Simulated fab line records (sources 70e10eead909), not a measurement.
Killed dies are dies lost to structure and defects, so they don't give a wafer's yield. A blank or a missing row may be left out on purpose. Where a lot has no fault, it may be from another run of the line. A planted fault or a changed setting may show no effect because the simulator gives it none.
Commonality check across tools :: flow nand-harc :: 13 lots, 39 wafers sampled

== WHAT PROMPTED THE OPENING ==
Flagged at NHARC_END_SORT_01: reading killed-at-periphery, on 1 of 13 lots. Wafers without a fault read 3.7, standard deviation 2.7.
Rule: flag the lot when none of its wafers has a number, or when each of its wafers that has one lies beyond 4 standard deviations from that mean. The other lots count as sound.

lot: L762
measured: day 20 17:57
on: prober-01
killed-at-periphery, wafer by wafer: 11 7 6
flag: 

lot: L764
measured: day 21 00:09
on: prober-02
killed-at-periphery, wafer by wafer: 3 4 4
flag: 

lot: L763
measured: day 21 07:53
on: prober-01
killed-at-periphery, wafer by wafer: 4 3 3
flag: 

lot: L766
measured: day 21 16:32
on: prober-01
killed-at-periphery, wafer by wafer: 2 0 0
flag: 

lot: L769
measured: day 22 00:20
on: prober-01
killed-at-periphery, wafer by wafer: 83 79 81
flag: FLAGGED

lot: L771
measured: day 22 08:08
on: prober-01
killed-at-periphery, wafer by wafer: 6 2 5
flag: 

lot: L770
measured: day 22 08:14
on: prober-02
killed-at-periphery, wafer by wafer: 7 7 7
flag: 

lot: L773
measured: day 24 12:33
on: prober-02
killed-at-periphery, wafer by wafer: 2 4 3
flag: 

lot: L779
measured: day 24 19:31
on: prober-02
killed-at-periphery, wafer by wafer: 1 3 2
flag: 

lot: L777
measured: day 25 03:20
on: prober-01
killed-at-periphery, wafer by wafer: 1 0 2
flag: 

lot: L782
measured: day 25 10:19
on: prober-02
killed-at-periphery, wafer by wafer: 5 1 3
flag: 

lot: L781
measured: day 25 19:44
on: prober-01
killed-at-periphery, wafer by wafer: 0 2 0
flag: 

lot: L784
measured: day 26 01:59
on: prober-02
killed-at-periphery, wafer by wafer: 2 1 1
flag: 
The numbers of the flagged lots are 81.0 on average: +77.3 against the usual, or +29 standard deviations.

== TOOL THAT RAN EACH LOT ==
Before the reading, the record contains 3 process steps out of a 1159-step route. Each cell gives the tool, then ch followed by the chambers the sampled wafers passed through, then the start.
lot: L762
flag: 
NHARC_P_M1_PVD_21: pvd-sputter-01, day 5 22:20
NHARC_THIN_TSV_DESCUM_14: rie-diel-01 ch 0,2, day 19 12:49
NHARC_THIN_TSV_DEP_47: pecvd-02 ch 1,2, day 19 14:40

lot: L764
flag: 
NHARC_P_M1_PVD_21: pvd-sputter-03, day 6 20:17
NHARC_THIN_TSV_DESCUM_14: rie-diel-01 ch 0,1,3, day 19 19:45
NHARC_THIN_TSV_DEP_47: pecvd-01 ch 0,1,2, day 19 21:25

lot: L763
flag: 
NHARC_P_M1_PVD_21: pvd-sputter-02, day 6 13:47
NHARC_THIN_TSV_DESCUM_14: rie-diel-10 ch 0,1, day 19 18:42
NHARC_THIN_TSV_DEP_47: pecvd-02 ch 0,2, day 19 20:23

lot: L766
flag: 
NHARC_P_M1_PVD_21: pvd-sputter-01, day 7 11:38
NHARC_THIN_TSV_DESCUM_14: rie-diel-10 ch 0,1,3, day 20 15:56
NHARC_THIN_TSV_DEP_47: pecvd-01 ch 0,1, day 20 17:57

lot: L769
flag: FLAGGED
NHARC_P_M1_PVD_21: pvd-sputter-02, day 7 23:58
NHARC_THIN_TSV_DESCUM_14: rie-diel-01 ch 0,1,2, day 21 01:41
NHARC_THIN_TSV_DEP_47: pecvd-02 ch 0,1,2, day 21 03:24

lot: L771
flag: 
NHARC_P_M1_PVD_21: pvd-sputter-03, day 8 11:27
NHARC_THIN_TSV_DESCUM_14: rie-diel-02 ch 1,2,3, day 21 17:52
NHARC_THIN_TSV_DEP_47: pecvd-01 ch 0,1, day 21 19:37

lot: L770
flag: 
NHARC_P_M1_PVD_21: pvd-sputter-01, day 8 11:38
NHARC_THIN_TSV_DESCUM_14: rie-diel-10 ch 0,1,3, day 21 16:40
NHARC_THIN_TSV_DEP_47: pecvd-01 ch 1,2, day 21 18:20

lot: L773
flag: 
NHARC_P_M1_PVD_21: pvd-sputter-01, day 10 13:37
NHARC_THIN_TSV_DESCUM_14: rie-diel-10 ch 0,1,2, day 23 19:41
NHARC_THIN_TSV_DEP_47: pecvd-03 ch 1,2, day 23 21:36

lot: L779
flag: 
NHARC_P_M1_PVD_21: pvd-sputter-03, day 10 15:22
NHARC_THIN_TSV_DESCUM_14: rie-diel-10 ch 1,2,3, day 23 21:50
NHARC_THIN_TSV_DEP_47: pecvd-03 ch 1,2, day 23 23:35

lot: L777
flag: 
NHARC_P_M1_PVD_21: pvd-sputter-01, day 10 22:02
NHARC_THIN_TSV_DESCUM_14: rie-diel-01 ch 0,1,2, day 24 11:15
NHARC_THIN_TSV_DEP_47: pecvd-03 ch 1,2, day 24 13:02

lot: L782
flag: 
NHARC_P_M1_PVD_21: pvd-sputter-03, day 11 03:05
NHARC_THIN_TSV_DESCUM_14: rie-diel-10 ch 1,2,3, day 24 21:45
NHARC_THIN_TSV_DEP_47: pecvd-01 ch 0,1,2, day 24 23:35

lot: L781
flag: 
NHARC_P_M1_PVD_21: pvd-sputter-03, day 11 03:46
NHARC_THIN_TSV_DESCUM_14: rie-diel-10 ch 1,2, day 25 00:21
NHARC_THIN_TSV_DEP_47: pecvd-01 ch 1,2, day 25 02:26

lot: L784
flag: 
NHARC_P_M1_PVD_21: pvd-sputter-01, day 11 06:20
NHARC_THIN_TSV_DESCUM_14: rie-diel-01 ch 0,2,3, day 25 09:22
NHARC_THIN_TSV_DEP_47: pecvd-01 ch 0,1, day 25 11:04
These steps, and what they do:
- NHARC_P_M1_PVD_21: deposits Cu, target thk 30 nm, time 20.49 s.
- NHARC_THIN_TSV_DESCUM_14: chemistry O2, time 3 s.
- NHARC_THIN_TSV_DEP_47: deposits SiO2, target thk 200 nm.
- NHARC_END_SORT_01

== FLAGGED OVER TOTAL, TOOL BY TOOL (the gauges that took the reading come last) ==
step: NHARC_P_M1_PVD_21
tool: pvd-sputter-01
lots run: 6
flagged: 0
share of the flagged lots: none
sound lots run after its first flagged lot: -

step: NHARC_P_M1_PVD_21
tool: pvd-sputter-02
lots run: 2
flagged: 1
share of the flagged lots: all
sound lots run after its first flagged lot: 0

step: NHARC_P_M1_PVD_21
tool: pvd-sputter-03
lots run: 5
flagged: 0
share of the flagged lots: none
sound lots run after its first flagged lot: -

step: NHARC_THIN_TSV_DESCUM_14
tool: rie-diel-01
lots run: 5
flagged: 1
share of the flagged lots: all
sound lots run after its first flagged lot: 2 (L777,L784)

step: NHARC_THIN_TSV_DESCUM_14
tool: rie-diel-02
lots run: 1
flagged: 0
share of the flagged lots: none
sound lots run after its first flagged lot: -

step: NHARC_THIN_TSV_DESCUM_14
tool: rie-diel-10
lots run: 7
flagged: 0
share of the flagged lots: none
sound lots run after its first flagged lot: -

step: NHARC_THIN_TSV_DEP_47
tool: pecvd-01
lots run: 7
flagged: 0
share of the flagged lots: none
sound lots run after its first flagged lot: -

step: NHARC_THIN_TSV_DEP_47
tool: pecvd-02
lots run: 3
flagged: 1
share of the flagged lots: all
sound lots run after its first flagged lot: 0

step: NHARC_THIN_TSV_DEP_47
tool: pecvd-03
lots run: 3
flagged: 0
share of the flagged lots: none
sound lots run after its first flagged lot: -

step: NHARC_END_SORT_01
tool: prober-01
lots run: 7
flagged: 1
share of the flagged lots: all
sound lots run after its first flagged lot: 3 (L771,L777,L781)

step: NHARC_END_SORT_01
tool: prober-02
lots run: 6
flagged: 0
share of the flagged lots: none
sound lots run after its first flagged lot: -

== WHAT IS ALLOWED BY THE TABLE ==
4 rows of the table ran every flagged lot: pvd-sputter-02 at NHARC_P_M1_PVD_21, rie-diel-01 at NHARC_THIN_TSV_DESCUM_14, pecvd-02 at NHARC_THIN_TSV_DEP_47, prober-01 at NHARC_END_SORT_01.
- pvd-sputter-02 at NHARC_P_M1_PVD_21 ran 2 lots, 1 of them flagged. Its last sound lot is L763 (day 6 13:47), its first flagged lot L769 (day 7 23:58): a fault that began between those two fits.
- rie-diel-01 at NHARC_THIN_TSV_DESCUM_14 ran 5 lots, 1 of them flagged. Sound lots ran on it after the first flagged one (L777, L784), which a lasting fault on the whole tool wouldn't allow.
- pecvd-02 at NHARC_THIN_TSV_DEP_47 ran 3 lots, 1 of them flagged. Its last sound lot is L763 (day 19 20:23), its first flagged lot L769 (day 21 03:24): a fault that began between those two fits.
- prober-01 at NHARC_END_SORT_01 ran 7 lots, 1 of them flagged. Sound lots ran on it after the first flagged one (L771, L777, L781), which a lasting fault on the whole tool wouldn't allow.
Counting lots can't tell these 2 tools apart, because each fits a fault that began at some hour. More lots, or a look at what each step does to the wafer, might.

== WHAT THE SIMULATOR HAD INSERTED ==
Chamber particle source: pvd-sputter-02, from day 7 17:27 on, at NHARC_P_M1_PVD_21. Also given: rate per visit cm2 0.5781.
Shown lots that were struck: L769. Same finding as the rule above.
